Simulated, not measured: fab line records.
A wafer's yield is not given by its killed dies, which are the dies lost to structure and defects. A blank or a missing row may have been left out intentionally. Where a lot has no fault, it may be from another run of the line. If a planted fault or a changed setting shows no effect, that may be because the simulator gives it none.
Which of the tools did it? -- flow n5 finfet -- route of 1938 steps, sampled at 1 step: 8 lots, 24 wafers

== WHAT THE GAUGES SHOWED, per wafer ==
N5_BEOL_M4_RC_MEAS_101. Usual: DIBL_N 35.9 mV/V, standard deviation 1.2; DIBL_P 35.9 mV/V, standard deviation 1.4; IOFF_N 0.149 nA/um, standard deviation 0.02; IOFF_P 0.205 nA/um, standard deviation 0.022; ION_N 671 uA/um, standard deviation 8.8; ION_P 461 uA/um, standard deviation 5.9; SS_N 71.4 mV/dec, standard deviation 0.51; SS_P 73.2 mV/dec, standard deviation 0.56; VT_N 250.6 mV, standard deviation 2.5; VT_P -250.1 mV, standard deviation 2.3.
lot,measured,on,DIBL_N (mV/V),DIBL_P (mV/V),IOFF_N (nA/um),IOFF_P (nA/um),ION_N (uA/um),ION_P (uA/um),SS_N (mV/dec),SS_P (mV/dec),VT_N (mV),VT_P (mV),flag
L262,day 9 12:38,prober-02,36.5 38.0 37.0,36.9 38.1 37.4,0.162 0.178 0.166,0.193 0.207 0.195,686 679 680,462 459 453,72.0 71.9 71.1,73.3 73.8 73.3,248.0 248.6 246.5,-252.3 -251.2 -253.0,
L267,day 11 06:17,prober-02,37.3 37.2 36.7,36.6 37.1 36.6,0.157 0.161 0.153,0.214 0.222 0.214,664 674 676,461 467 463,72.2 71.4 71.5,73.2 73.3 73.2,249.4 248.5 248.4,-245.2 -248.9 -249.7,
L268,day 11 06:32,prober-01,35.2 36.3 35.7,35.3 36.9 36.8,0.126 0.146 0.137,0.174 0.195 0.201,666 674 667,451 460 464,71.1 72.0 71.2,72.8 73.3 73.7,252.4 251.7 254.8,-251.1 -251.5 -249.2,
L275,day 12 20:46,prober-02,33.5 35.2 34.5,33.7 35.4 34.5,0.108 0.131 0.119,0.159 0.183 0.166,654 670 658,454 462 451,71.1 71.8 70.7,73.4 73.5 72.6,256.5 252.5 253.0,-254.7 -251.4 -255.3,
L276,day 13 02:11,prober-02,34.1 34.2 35.2,36.2 35.8 37.2,0.146 0.150 0.167,0.232 0.226 0.251,675 678 679,464 467 472,71.5 71.9 71.5,73.3 72.9 73.6,248.4 248.1 248.2,-247.9 -248.5 -246.4,
L273,day 13 04:57,prober-02,35.4 35.5 35.7,36.6 36.1 36.3,0.155 0.155 0.156,0.226 0.220 0.220,673 673 677,468 474 470,71.3 71.1 70.9,72.8 73.2 73.4,249.3 248.9 249.2,-245.9 -246.5 -244.9,
L279,day 13 09:41,prober-01,36.2 36.0 36.6,37.5 37.1 38.0,0.150 0.156 0.162,0.202 0.198 0.208,672 672 674,464 458 465,71.1 70.9 71.8,73.4 73.2 73.9,249.7 249.8 247.4,-249.9 -249.9 -251.6,
L282,day 14 18:38,prober-02,37.6 36.4 37.9,38.1 35.8 37.0,0.177 0.153 0.177,0.246 0.205 0.225,681 682 677,469 470 460,72.0 71.1 71.4,74.1 73.5 74.0,250.7 251.7 248.0,-247.8 -250.6 -248.2,

== WHAT TOOL EACH LOT RAN ON (gives the tool, then ch and the chambers of the sampled wafers, and finally the start) ==
Before these readings, the record contains no process step.

== WHAT THE TOOLS THEMSELVES READ (means of the sampled wafers that have a number; where no wafer has one, the mark that the record gives instead) ==
The record holds no such reading with a usual standard deviation.

== THE ANSWER, worked out from the rows above alone ==
Rule: lot off if the mean of its wafers having a number is beyond 3 standard deviations from the usual mean. A lot without any number at a reading at which 4 lots or more have one is off too. Any other lot the step has rows for is counted as sound. After the gauges, taken in route order, come the tools' own readings; for these a lot's mean is taken, as printed above. At the first step where some lot is off, the reading lying furthest off is the one used; lots without a number count as furthest.
Across all readings shown, no lot is off: no conclusion can be drawn from this.

== WHAT THE SIMULATOR HAD PUT IN ==
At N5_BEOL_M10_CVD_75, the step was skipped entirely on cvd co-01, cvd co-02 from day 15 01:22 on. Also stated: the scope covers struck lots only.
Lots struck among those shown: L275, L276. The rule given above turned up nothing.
